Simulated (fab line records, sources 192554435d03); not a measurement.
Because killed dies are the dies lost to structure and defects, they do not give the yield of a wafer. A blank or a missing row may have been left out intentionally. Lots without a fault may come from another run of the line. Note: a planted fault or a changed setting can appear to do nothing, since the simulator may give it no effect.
Comparing a struck lot with a sound one / flow n5Finfet / 37 out of 1938 route steps
Sound: wafers L626.1, L626.5, L626.6. Struck: wafer L636.4 (left out: L636.1, L636.5 of the same lot, which were not struck); the cause appears at the end.
Order at every step that has rows: each side's tool, ch and its chambers, its first start. Under that, the readings that differ: sound wafers / struck wafers / difference of the means / sigmas: that difference in standard deviations of wafers without a fault.
alike: words and numbers the same on both sides, and readings whose means are apart by under 2 such deviations; not compared: readings that were withheld, readings missing a value for some wafer, numbers with overlapping values and no deviation given by the record, and bounds like >300 which may hide the same value.
The two part at a step that has a row with sigmas, a row that says differs or no value, or rows on one side only. Numbers that don't overlap but have no deviation are shown without sigmas and don't part them. A reading missing from all wafers of one side parts the sides only when that side holds two or more wafers.

first, 1 step without rows for these wafers: N5_BEOL_M15_STRIP_62 (strips in O2).
N5_BEOL_M15_STRIP_37: strips in O2.
  sound on rieDiel-02 ch 0,3; struck on rieDiel-03 ch 3
  alike: drypumpMotorCurrentA, oesProductAu, rfVppV, showerheadPlenumPTorr, throttleValvePct
  not compared: rfHoursCounterH
then, 3 steps without rows for these wafers: N5_BEOL_M15_ETCH_38 (etches SiCN in CF4/N2, target depth 106.4 nm, time 120.5 s); N5_BEOL_M15_PRECLEAN_39 (cleans in residue remover, time 60 s); N5_BEOL_M15_SRD_40 (time 30 s, dry time 30 s).
N5_BEOL_M15_DEGAS_41: time 60 s.
  struck on pvdSputter-02, day 16 09:02; sound on pvdSputter-01, day 14 07:15
  alike: heaterPowerW, susceptorTempC
N5_BEOL_M15_PRE_CLEAN_42: time 30 s.
  struck on pvdSputter-02, day 16 09:05; sound on pvdSputter-01, day 14 07:17
  alike: heaterPowerW, susceptorTempC
then, 5 steps without rows for these wafers: N5_BEOL_M15_SPUTTER_43 (material TaN, target thk 15 nm, time 24.19 s); N5_BEOL_M15_SPUTTER_44 (material Ta, target thk 15 nm, time 24.19 s); N5_BEOL_M15_SPUTTER_45 (material Cu, target thk 100 nm, time 16.67 s); N5_BEOL_M15_ECD_47 (material Cu, target thk 1860 nm); N5_BEOL_M15_ANNEAL_48 (time 90 s).
N5_BEOL_M15_CMP_49: polishes, stops on SiO2, t overpolish 4.9 s, target thk 850 nm.
  sound on cmp-03 ch 0,1, day 14 08:08; struck on cmp-03 ch 0, day 16 09:56
  alike: barrierFieldEndpointS, headPressurePsi, motorCurrentA, overpolishRunS
then, 2 steps without rows for these wafers: N5_BEOL_M15_PRE_CLEAN_52 (time 15 s); N5_BEOL_M15_DEP_53 (deposits SiCN from 3MS/NH3, target thk 50 nm, time 17.8 s).
N5_BEOL_M15_INSPECT_55: inspects for defects (darkfield).
  struck on defectInspect-01, day 16 10:23; sound on defectInspect-02, day 14 08:35
reading=rawDefectCount; sound=59 47 74; struck=709; difference=+649; sigmas=+34
then, 3 steps without rows for these wafers: N5_PASSIVATION_PECVD_00 (deposits SiO2 from SiH4/N2O, target thk 200 nm, time 11.2 s); N5_MIM_BOT_DEGAS_01 (time 60 s); N5_MIM_BOT_SPUTTER_00 (material TiN, target thk 35 nm, time 89.7 s).
N5_MIM_TOP_ALD_00: deposits Al2O3, purge time 3 s, co reactant pulse time 3 s.
  sound on aldHk-03 ch 0,2,3, day 14 11:21; struck on aldHk-02 ch 3, day 16 12:50
reading=precursorPulseHeightRel; sound=0.977 0.982 0.960; struck=1.051; difference=+0.078; sigmas=+4
N5_MIM_TOP_ALD_01: deposits HfO2, target thk 5.6 nm, pulse time 1 s, purge time 3 s.
  sound on aldHk-03 ch 0,2,3; struck on aldHk-02 ch 3
  alike: precursorPulseHeightRel
then, 11 steps without rows for these wafers: N5_MIM_TOP_ALD_02 (deposits Al2O3, purge time 3 s, co reactant pulse time 3 s); N5_MIM_TOP_DEGAS_04 (time 60 s); N5_MIM_TOP_SPUTTER_03 (material TiN, target thk 35 nm, time 89.7 s); N5_MIM_TOP_LITHO_HMDS_01 (time 60 s); N5_MIM_TOP_LITHO_COAT_02; N5_MIM_TOP_LITHO_EBR_04; N5_MIM_TOP_LITHO_SOFTBAKE_03 (time 90 s); N5_MIM_TOP_LITHO_EXPOSE_05 (exposes mask MIM TOP, target cd 2000 nm); N5_MIM_TOP_LITHO_PEB_06; N5_MIM_TOP_LITHO_DEVELOP_07 (develop time 60 s); N5_MIM_TOP_LITHO_HARDBAKE_09 (time 120 s).
N5_MIM_TOP_LITHO_CD_MEAS_08: the cd target is 2000 nm.
  sound on cdSem-03 ch 0, day 14 12:49; struck on cdSem-01 ch 0, day 16 14:09
  alike: cdNm
N5_MIM_TOP_LITHO_OVL_MEAS_11:
  sound on overlay-02 ch 0, day 14 12:50; struck on overlay-01 ch 0, day 16 14:11
  alike: MIM_TOP_OVL
N5_MIM_TOP_LITHO_INSPECT_12: inspects for defects (macro).
  struck on defectInspect-02, day 16 14:12; sound on defectInspect-01, day 14 12:52
reading=rawDefectCount; sound=2 2 1; struck=>300; difference=differs; sigmas=
then, 1 step without rows for these wafers: N5_MIM_TOP_LITHO_DESCUM_10 (chemistry O2, time 7.9 s).
N5_PASSIVATION_PROBE_49:
  rows exist in the record for the struck wafers here (prober-02, day 17 01:17), but not for the sound ones

WHERE THEY PART
Last at N5_PASSIVATION_PROBE_49 as far as this record goes, first at N5_BEOL_M15_INSPECT_55.

WHY: what the simulator had put in
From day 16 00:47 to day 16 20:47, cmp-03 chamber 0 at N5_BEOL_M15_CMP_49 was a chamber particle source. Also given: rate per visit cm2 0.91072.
